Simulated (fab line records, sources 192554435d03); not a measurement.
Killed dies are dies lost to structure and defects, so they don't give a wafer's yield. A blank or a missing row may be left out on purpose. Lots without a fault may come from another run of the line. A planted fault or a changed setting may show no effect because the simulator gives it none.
fab line records | flow n5_finfet
record lots=7 wafers=21
route steps=1938 shown BEOL_M8@1359 BEOL_M9@1440 BEOL_M10@1500 BEOL_M11@1575 BEOL_M13@1685 BEOL_M14@1763 BEOL_M15@1809 MIM_TOP_LITHO@1845 PASSIVATION@1915
start_h: hours from the record's first day to the start of the lot's first wafer shown | wait_h: hours since the lot's step before | " the same as in the row above | L1.1+2: a row that stands for several wafers | - no value, or no start given | * or withheld: withheld | < > ~ a bound
route shown NAME@n: a module of which the file shows steps, and the number in the route of the first | usual: mean/standard deviation of fault-free wafers | same: alike in all rows | chamber/n: place in a boat | sites: the reading at each site | _std_site: their standard deviation | _edge_site: outer sites' mean less inner sites' | radius_mm: how far each site lies from the wafer's centre | mask NAME#n: copy n | behind: the tool/chamber that last shaped the wafer | hold: why the lot was held/for how many hours/how that ended | device: the transistor (n, p or np) that didn't switch | end of line: the same wafers' tests at the end of the route | a step without rows: its recipe alone | killed: dies lost to structure and defects at the first sort, not the wafer's yield | map: a wafer's dies, x killed, . not, _ none there
set.NAME: the setting as run; set.NAME@STEP: as run at that earlier step | model.NAME: the simulator's own value behind a step, which no gauge read
lots whose settings were changed on purpose; a table a step, a row a wafer
## steps
# step N5_BEOL_M8_COAT_22
# recipe resist=CAR-EUV spin_rpm=1500 resist_thk_nm=30
# columns lot.wafer tool chamber start_h wait_h set.spin_rpm model.CAR-EUV_of_BEOL_M8_COAT_22.thk_nm
L075.1+2 litho_track-02 0 - - 1500 30
L075.5 " 0 " " 1500 30.2
L080.1 litho_track-05 0 - - 1654 28.6
L080.3+4 " 0 " " 1500 30
L086.2+3+4 litho_track-01 0 - - 1500 30
L087.1 litho_track-05 0 - - 1500 30
L087.3+5 " 0 " " 1589 29
L093.1+4 litho_track-01 0 - - 1636 28.8
L093.6 " 0 " " 1636 28.6
L095.1+6 litho_track-02 0 - - 1500 30
L095.4 " 0 " " 1650 28.6
L097.1+5 litho_track-05 0 - - 1500 30
L097.4 " 0 " " 1408 31
# step N5_BEOL_M8_EBR_24
# recipe solvent=PGMEA ebr_width_mm=1.5
# step N5_BEOL_M8_SOFTBAKE_23
# recipe temp_c=110 time_s=60 resist=CAR-EUV
# step N5_BEOL_M8_EXPOSE_25
# recipe mask_id=V7 na=0.33 source_shape=annular sigma_inner=0.4 sigma_outer=0.8 polarization=unpolarized target_cd_nm=40 dose_mj=42.5
# step N5_BEOL_M8_PEB_26
# recipe peb_temp_c=100 peb_time_s=60 resist=CAR-EUV
# step N5_BEOL_M8_DEVELOP_27
# recipe develop_time_s=30 developer=TMAH resist=CAR-EUV rinse_liquid=surfactant_rinse dry=air_spin dev_temp_c=23
# columns lot.wafer tool chamber start_h wait_h set.spin_rpm@BEOL_M8_COAT_22 model.CAR-EUV_of_BEOL_M8_COAT_22.thk_nm
L075.1+2+5 litho_track-05 0 - - 1500 29.6
L080.1 litho_track-05 0 - - 1654 28
L080.3+4 " 0 " " 1500 29.6
L086.2+3+4 litho_track-02 0 - - 1500 29.4
L087.1 litho_track-02 0 - - 1500 29.6
L087.3+5 " 0 " " 1589 28.6
L093.1+6 litho_track-01 0 - - 1636 28.2
L093.4 " 0 " " 1636 28.4
L095.1+6 litho_track-05 0 - - 1500 29.6
L095.4 " 0 " " 1650 28.2
L097.1+5 litho_track-05 0 - - 1500 29.6
L097.4 " 0 " " 1408 30.6
# step N5_BEOL_M9_ETCH_66
# recipe chemistry=N2/H2 target=SOC target_depth_a=800 overetch_a=160 mask_material=SiARC temp_c=40 time_s=120 ion_energy_ev=200 pressure_mtorr=30 source_w=840 bias_w=150 n2_flow_sccm=200 h2_flow_sccm=200
# columns lot.wafer tool chamber start_h wait_h set.time_s model.SiARC_of_BEOL_M9_COAT_64.thk_nm
L075.1 rie_diel-03 1 214.33 0.0 120 6.2
L075.2 " 2 " " 120 6.4
L075.5 " 2 " " 120 6.6
L080.1 rie_diel-04 1 249.16 0.0 135.3 5.8
L080.3 " 3 " " 120 6.4
L080.4 " 0 " " 135.3 5.6
L086.2 rie_diel-04 0 275.47 0.0 120 6.2
L086.3+4 " 3 " " 131.2 6
L087.1+3 rie_diel-03 2,0 299.68 0.0 110.4 6.8
L087.5 " 3 " " 120 6.4
L093.1+6 rie_diel-04 2,3 333.09 0.0 120 6.4
L093.4 " 2 " " 135.8 5.6
L095.1+4 rie_diel-04 1,2 344.79 0.0 120 6.4
L095.6 " 1 " " 94.94 7.6
L097.1 rie_diel-03 0 363.32 0.0 120 6.4
L097.4+5 " 2,3 " " 132.3 5.8
# step N5_BEOL_M10_PEB_26
# recipe peb_temp_c=withheld peb_time_s=60 resist=CAR-ArF
# columns lot.wafer tool chamber start_h wait_h set.peb_time_s
L075.1+2+5 litho_track-05 0 224.85 0.1 60
L080.1+3+4 litho_track-03 0 258.35 0.1 73.22
L086.2 litho_track-02 0 285.53 0.1 60
L086.3+4 " 0 " " 53.34
L087.1+3+5 litho_track-05 0 306.18 0.1 69.95
L093.1 litho_track-03 0 340.38 0.1 68.6
L093.4+6 " 0 " " 60
L095.1 litho_track-05 0 353.57 0.1 69.97
L095.4+6 " 0 " " 60
L097.1+4+5 litho_track-02 0 372.12 0.1 60
# step N5_BEOL_M10_DEVELOP_27
# recipe develop_time_s=30 developer=TMAH resist=CAR-ArF rinse_liquid=diw dry=air_spin dev_temp_c=23
# step N5_BEOL_M10_CD_MEAS_28
# recipe target_cd_nm=70 landing_energy_ev=500 detector=se_inlens polarity=opening
# usual cd_nm=70.3/0.96
# columns lot.wafer tool chamber start_h wait_h set.peb_time_s@BEOL_M10_PEB_26 cd_nm
L075.1 cd_sem-02 0 224.92 - 60 69.4
L075.2 " 0 " " 60 69.3
L075.5 " 0 " " 60 69.0
L080.1 cd_sem-03 0 258.42 - 73.22 80.1
L080.3 " 0 " " 73.22 78.2
L080.4 " 0 " " 73.22 79.2
L086.2 cd_sem-01 0 285.60 - 60 69.0
L086.3 " 0 " " 53.34 63.8
L086.4 " 0 " " 53.34 62.4
L087.1 cd_sem-02 0 306.24 - 69.95 76.4
L087.3 " 0 " " 69.95 75.0
L087.5 " 0 " " 69.95 76.5
L093.1 cd_sem-02 0 340.45 - 68.6 76.0
L093.4 " 0 " " 60 70.8
L093.6 " 0 " " 60 71.1
L095.1 cd_sem-01 0 353.64 - 69.97 75.9
L095.4 " 0 " " 60 69.1
L095.6 " 0 " " 60 70.7
L097.1 cd_sem-03 0 372.19 - 60 67.8
L097.4 " 0 " " 60 69.9
L097.5 " 0 " " 60 69.6
# step N5_BEOL_M10_TRENCH_ETCH_37
# recipe chemistry=C4F6/O2 target_depth_a=1488.3 target=SiCOH_lowk time_s=48 ion_energy_ev=250 pressure_mtorr=30 source_w=345 bias_w=185 Ar_flow_sccm=300 C4F6_flow_sccm=10 O2_flow_sccm=10
# usual rf_vpp_V=660/10
# columns lot.wafer tool chamber start_h wait_h set.source_w rf_vpp_V
L075.1 rie_diel-02 3 - - 345 673
L075.2 " 2 " " 345 642
L075.5 " 0 " " 345 665
L080.1 rie_diel-05 3 - - 345 662
L080.3 " 2 " " 290.8 742
L080.4 " 1 " " 345 670
L086.2 rie_diel-05 3 - - 385.8 625
L086.3 " 1 " " 385.8 632
L086.4 " 0 " " 385.8 614
L087.1 rie_diel-06 2 - - 301.7 692
L087.3 " 3 " " 345 656
L087.5 " 1 " " 345 662
L093.1 rie_diel-06 0 - - 315 692
L093.4 " 1 " " 345 664
L093.6 " 1 " " 345 662
L095.1 rie_diel-06 1 - - 345 663
L095.4 " 0 " " 292.2 718
L095.6 " 2 " " 345 645
L097.1 rie_diel-05 0 - - 345 649
L097.4 " 1 " " 345 667
L097.5 " 0 " " 345 650
# step N5_BEOL_M11_VIA_ETCH_34
# recipe chemistry=C4F6/O2 target=SiCOH_lowk target_depth_a=1845 mask_material=SOC taper_deg=4 time_s=69.2 ion_energy_ev=250 pressure_mtorr=30 source_w=345 bias_w=185 Ar_flow_sccm=300 C4F6_flow_sccm=10 O2_flow_sccm=10
# columns lot.wafer tool chamber start_h wait_h set.time_s model.etch.depth_nm model.SOC_of_BEOL_M11_COAT_63.thk_nm
L075.1 rie_diel-04 0 234.54 0.0 69.2 189.1 91.6
L075.2 " 3 " " 69.2 179.8 92.2
L075.5 " 2 " " 69.2 182.5 92
L080.1 rie_diel-01 1 269.00 0.0 69.2 180.9 91.8
L080.3 " 2 " " 62.14 170.7 92.4
L080.4 " 3 " " 62.14 164.9 92.6
L086.2 rie_diel-01 1 292.05 0.0 69.2 181.9 92.2
L086.3 " 3 " " 69.2 183.4 92.4
L086.4 " 2 " " 69.2 190.2 92.2
L087.1 rie_diel-01 0 314.53 0.0 69.2 182.9 92
L087.3 " 3 " " 69.2 183.2 92
L087.5 " 0 " " 82.55 219.4 90.4
L093.1 rie_diel-04 1 348.14 0.0 69.2 183.5 92
L093.4 " 2 " " 69.2 183.2 91.8
L093.6 " 2 " " 69.2 181.2 92.2
L095.1 rie_diel-01 1 363.82 0.0 69.2 188.6 91.6
L095.4 " 1 " " 69.2 189 91.6
L095.6 " 0 " " 69.2 184.9 91.8
L097.1 rie_diel-01 1 382.26 0.0 69.2 186.7 92.2
L097.4 " 3 " " 84.12 223.3 91
L097.5 " 1 " " 84.12 228.3 90.2
# step N5_BEOL_M11_ETCH_41
# recipe chemistry=CH3F/O2 target=SiCN target_depth_a=426 taper_deg=2 time_s=86 ion_energy_ev=120 mask_material=TiN pressure_mtorr=30 source_w=395 bias_w=75 Ar_flow_sccm=150 CH3F_flow_sccm=30 O2_flow_sccm=20
# columns lot.wafer tool chamber start_h wait_h set.time_s model.etch.depth_nm
L075.1 rie_diel-04 0 - - 86 33.24
L075.2 " 3 " " 86 31.59
L075.5 " 2 " " 86 31.95
L080.1 rie_diel-01 1 - - 76.29 28.58
L080.3 " 2 " " 76.29 29.9
L080.4 " 3 " " 86 32.95
L086.2 rie_diel-01 1 - - 102.7 38.44
L086.3 " 3 " " 102.7 38.6
L086.4 " 2 " " 86 33.94
L087.1 rie_diel-01 0 - - 86 32.55
L087.3 " 3 " " 93.31 35.45
L087.5 " 0 " " 93.31 35.34
L093.1 rie_diel-04 1 - - 86 32.45
L093.4 " 2 " " 92.44 34.73
L093.6 " 2 " " 86 32.37
L095.1 rie_diel-01 1 - - 86 33.46
L095.4 " 1 " " 86 33.4
L095.6 " 0 " " 86 32.74
L097.1 rie_diel-01 1 - - 86 33.11
L097.4 " 3 " " 68.69 25.88
L097.5 " 1 " " 86 33.09
# step N5_BEOL_M13_EXPOSE_25
# recipe mask_id=M13 na=0.93 source_shape=conventional sigma_outer=0.4 polarization=unpolarized target_cd_nm=210 dose_mj=22
# columns lot.wafer tool chamber start_h wait_h mask set.dose_mj
L075.1+2+5 krf_scanner-02 0 244.67 - M13#0 22
L080.1+3+4 krf_scanner-01 0 288.12 - M13#0 22
L086.2+3+4 krf_scanner-02 0 306.09 - M13#0 20.85
L087.1+3+5 krf_scanner-01 0 325.75 - M13#0 22
L093.1 krf_scanner-02 0 362.88 - M13#0 22
L093.4+6 " 0 " " M13#0 21.34
L095.1+6 krf_scanner-02 0 375.01 - M13#0 22
L095.4 " 0 " " M13#0 20.53
L097.1+4 krf_scanner-01 0 398.93 - M13#0 23.29
L097.5 " 0 " " M13#0 22
# step N5_BEOL_M13_DESCUM_33
# recipe chemistry=O2 time_s=7.9 source_power_w=50 bias_power_w=20 pressure_mtorr=20 rf_frequency_hz=2.712e+07 temp_c=40 o2_flow_sccm=225
# columns lot.wafer tool chamber start_h wait_h set.time_s set.dose_mj@BEOL_M13_EXPOSE_25 model.BEOL_M13.cd_nm
L075.1 rie_diel-04 2 244.94 0.0 7.9 22 210.4
L075.2 " 1 " " 7.9 22 207.4
L075.5 " 2 " " 7.9 22 208.6
L080.1 rie_diel-03 0 288.38 0.0 7.9 22 211.6
L080.3 " 3 " " 7.9 22 210.4
L080.4 " 2 " " 7.9 22 210
L086.2 rie_diel-03 3 306.55 0.2 8.676 20.85 202.2
L086.3 " 0 " " 7.9 20.85 204.6
L086.4 " 2 " " 8.676 20.85 204.4
L087.1 rie_diel-03 2 326.01 0.0 7.9 22 212.2
L087.3 " 0 " " 8.918 22 212.8
L087.5 " 0 " " 7.9 22 213
L093.1 rie_diel-03 2 363.67 0.6 8.892 22 210.4
L093.4 " 1 " " 8.892 21.34 208.4
L093.6 " 0 " " 7.9 21.34 209.4
L095.1 rie_diel-03 0 375.27 0.0 6.405 22 208.4
L095.4 " 3 " " 6.405 20.53 202.4
L095.6 " 2 " " 7.9 22 209.2
L097.1 rie_diel-04 1 399.19 0.0 7.014 23.29 216.2
L097.4 " 1 " " 7.9 23.29 214.8
L097.5 " 2 " " 7.014 22 210.4
# step N5_BEOL_M14_SPUTTER_44
# recipe material=Ta target_thk_a=150 temp_c=50 bias_v=80 power_w=15000 chamber_pressure_pa=0.07 time_s=24.19
# columns lot.wafer tool chamber start_h wait_h set.power_w model.Ta_of_BEOL_M14_SPUTTER_44.thk_nm
L075.1+5 pvd_sputter-03 - 252.26 0.0 15000 15.6
L075.2 " - " " 15000 15.2
L080.1 pvd_sputter-03 - 297.02 0.0 15000 15
L080.3 " - " " 15000 14.8
L080.4 " - " " 15760 15.6
L086.2 pvd_sputter-03 - 314.39 0.0 13920 14.2
L086.3 " - " " 13920 14
L086.4 " - " " 15000 15.6
L087.1 pvd_sputter-02 - 333.81 0.0 15000 14.8
L087.3 " - " " 15000 15
L087.5 " - " " 17420 17.4
L093.1 pvd_sputter-03 - 373.56 0.0 15000 15.2
L093.4 " - " " 15000 15.4
L093.6 " - " " 15000 15.6
L095.1+6 pvd_sputter-03 - 382.63 0.0 13740 13.6
L095.4 " - " " 13740 13.4
L097.1 pvd_sputter-02 - 407.49 0.0 15000 15
L097.4 " - " " 13420 13.6
L097.5 " - " " 13420 13.4
# step N5_BEOL_M15_TRENCH_ETCH_34
# recipe chemistry=C4F8/O2/Ar target=SiO2 target_depth_a=8729.3 he_inner_torr=15 he_outer_torr=30 time_s=199 ion_energy_ev=800 pressure_mtorr=20 source_w=1905 bias_w=2040 Ar_flow_sccm=400 C4F8_flow_sccm=16 O2_flow_sccm=12
# usual rf_vpp_V=2253/36
# columns lot.wafer tool chamber start_h wait_h set.bias_w rf_vpp_V
L075.1 rie_diel-04 3 256.24 0.0 2040 2254
L075.2 " 0 " " 2040 2221
L075.5 " 1 " " 2040 2267
L080.1 rie_diel-04 2 300.62 0.0 2040 2317
L080.3 " 1 " " 2040 2268
L080.4 " 3 " " 2160 2344
L086.2 rie_diel-01 3 318.17 0.0 2210 2367
L086.3 " 0 " " 2040 2193
L086.4 " 1 " " 2210 2296
L087.1 rie_diel-03 2 337.20 0.0 2040 2299
L087.3 " 1 " " 2040 2255
L087.5 " 0 " " 2040 2237
L093.1 rie_diel-03 3 377.27 0.0 2296 2470
L093.4 " 0 " " 2296 2425
L093.6 " 0 " " 2296 2427
L095.1 rie_diel-01 1 386.68 0.0 2040 2172
L095.4 " 2 " " 2145 2288
L095.6 " 0 " " 2040 2192
L097.1 rie_diel-04 1 411.41 0.0 1781 2059
L097.4 " 0 " " 2040 2220
L097.5 " 3 " " 2040 2290
# step N5_MIM_TOP_LITHO_DEVELOP_07
# recipe develop_time_s=60 rinse_liquid=diw dry=air_spin dev_temp_c=21
# columns lot.wafer tool chamber start_h wait_h set.develop_time_s
L075.1+2+5 litho_track-04 0 - - 60
L080.1 litho_track-02 0 - - 60
L080.3+4 " 0 " " 47.07
L086.2 litho_track-02 0 - - 73.36
L086.3+4 " 0 " " 60
L087.1 litho_track-04 0 - - 70.65
L087.3+5 " 0 " " 60
L093.1+6 litho_track-01 0 - - 72.82
L093.4 " 0 " " 60
L095.1+4+6 litho_track-02 0 - - 60
L097.1+5 litho_track-04 0 - - 60
L097.4 " 0 " " 51.96
# step N5_MIM_TOP_LITHO_HARDBAKE_09
# recipe temp_c=130 time_s=120
# step N5_MIM_TOP_LITHO_CD_MEAS_08
# recipe target_cd_nm=2000 landing_energy_ev=500 detector=se_inlens
# usual cd_nm=1999.8/2.1
# columns lot.wafer tool chamber start_h wait_h set.develop_time_s@MIM_TOP_LITHO_DEVELOP_07 cd_nm
L075.1 cd_sem-01 0 264.89 - 60 1996.6
L075.2 " 0 " " 60 1999.6
L075.5 " 0 " " 60 1997.6
L080.1 cd_sem-02 0 306.63 - 60 1998.6
L080.3 " 0 " " 47.07 2003.7
L080.4 " 0 " " 47.07 2005.5
L086.2 cd_sem-03 0 324.08 - 73.36 1993.1
L086.3 " 0 " " 60 1999.3
L086.4 " 0 " " 60 2000.6
L087.1 cd_sem-01 0 346.02 - 70.65 1997.8
L087.3 " 0 " " 60 2000.5
L087.5 " 0 " " 60 2001.4
L093.1 cd_sem-01 0 383.70 - 72.82 1996.4
L093.4 " 0 " " 60 2003.3
L093.6 " 0 " " 72.82 1998.4
L095.1 cd_sem-03 0 398.27 - 60 2001.0
L095.4 " 0 " " 60 2000.3
L095.6 " 0 " " 60 1999.2
L097.1 cd_sem-02 0 423.18 - 60 2002.2
L097.4 " 0 " " 51.96 2001.7
L097.5 " 0 " " 60 2000.0
# step N5_PASSIVATION_PECVD_53
# recipe material=SiO2 target_thk_a=8000 temp_c=400 precursor=TEOS/O2 pressure_torr=6.5 rf_w=withheld teos_flow_sccm=withheld gas=O2 flow_sccm=2650 time_s=169.4
# columns lot.wafer tool chamber start_h wait_h set.temp_c model.SiO2_of_PASSIVATION_PECVD_53.thk_nm
L075.1 pecvd-04 1 272.13 0.0 400 789
L075.2 " 2 " " 400 797.8
L075.5 " 1 " " 400 803.2
L080.1 pecvd-01 1 312.19 0.0 400 785.8
L080.3 " 2 " " 400 792.2
L080.4 " 1 " " 400 796
L086.2 pecvd-03 2 333.15 0.0 413.4 700
L086.3 " 1 " " 400 793
L086.4 " 2 " " 413.4 718.4
L087.1 pecvd-03 1 351.09 0.0 400 792
L087.3 " 0 " " 400 798.4
L087.5 " 0 " " 394.8 828.2
L093.1 pecvd-04 0 395.20 0.0 392 825.2
L093.4 " 2 " " 400 808
L093.6 " 0 " " 400 802
L095.1 pecvd-03 0 406.87 0.0 400 793.6
L095.4 " 2 " " 400 777.8
L095.6 " 1 " " 400 800.2
L097.1 pecvd-03 1 433.83 0.0 392.1 822.6
L097.4 " 2 " " 392.1 835
L097.5 " 1 " " 400 806.4
## key
split step=N5_BEOL_M8_COAT_22 setting=spin_rpm stated=1500 by=wafer
response step=N5_BEOL_M8_COAT_22 reading=model.CAR-EUV_of_BEOL_M8_COAT_22.thk_nm change=-0.145 per=1% r=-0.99
response step=N5_BEOL_M8_DEVELOP_27 reading=model.CAR-EUV_of_BEOL_M8_COAT_22.thk_nm change=-0.153 per=1% r=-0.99
split step=N5_BEOL_M9_ETCH_66 setting=time_s stated=120 by=wafer
response step=N5_BEOL_M9_ETCH_66 reading=model.SiARC_of_BEOL_M9_COAT_64.thk_nm change=-0.0542 per=1% r=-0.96
split step=N5_BEOL_M10_PEB_26 setting=peb_time_s stated=60 by=wafer
response step=N5_BEOL_M10_CD_MEAS_28 reading=cd_nm change=+0.39 per=1% r=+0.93
split step=N5_BEOL_M10_TRENCH_ETCH_37 setting=source_w stated=345 by=wafer
response step=N5_BEOL_M10_TRENCH_ETCH_37 reading=rf_vpp_V change=-3.98 per=1% r=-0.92
split step=N5_BEOL_M11_VIA_ETCH_34 setting=time_s stated=69.2 by=wafer
response step=N5_BEOL_M11_VIA_ETCH_34 reading=model.etch.depth_nm change=+1.78 per=1% r=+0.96
response step=N5_BEOL_M11_VIA_ETCH_34 reading=model.SOC_of_BEOL_M11_COAT_63.thk_nm change=-0.077 per=1% r=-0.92
split step=N5_BEOL_M11_ETCH_41 setting=time_s stated=86 by=wafer
response step=N5_BEOL_M11_ETCH_41 reading=model.etch.depth_nm change=+0.306 per=1% r=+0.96
split step=N5_BEOL_M13_EXPOSE_25 setting=dose_mj stated=22 by=wafer
response step=N5_BEOL_M13_DESCUM_33 reading=model.BEOL_M13.cd_nm change=+0.877 per=1% r=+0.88
split step=N5_BEOL_M13_DESCUM_33 setting=time_s stated=7.9 by=wafer
response none clear
split step=N5_BEOL_M14_SPUTTER_44 setting=power_w stated=15000 by=wafer
response step=N5_BEOL_M14_SPUTTER_44 reading=model.Ta_of_BEOL_M14_SPUTTER_44.thk_nm change=+0.157 per=1% r=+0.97
split step=N5_BEOL_M15_TRENCH_ETCH_34 setting=bias_w stated=2040 by=wafer
response step=N5_BEOL_M15_TRENCH_ETCH_34 reading=rf_vpp_V change=+15.4 per=1% r=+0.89
split step=N5_MIM_TOP_LITHO_DEVELOP_07 setting=develop_time_s stated=60 by=wafer
response step=N5_MIM_TOP_LITHO_CD_MEAS_08 reading=cd_nm change=-0.248 per=1% r=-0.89
split step=N5_PASSIVATION_PECVD_53 setting=temp_c stated=400 by=wafer
response step=N5_PASSIVATION_PECVD_53 reading=model.SiO2_of_PASSIVATION_PECVD_53.thk_nm change=-19.6 per=1% r=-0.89
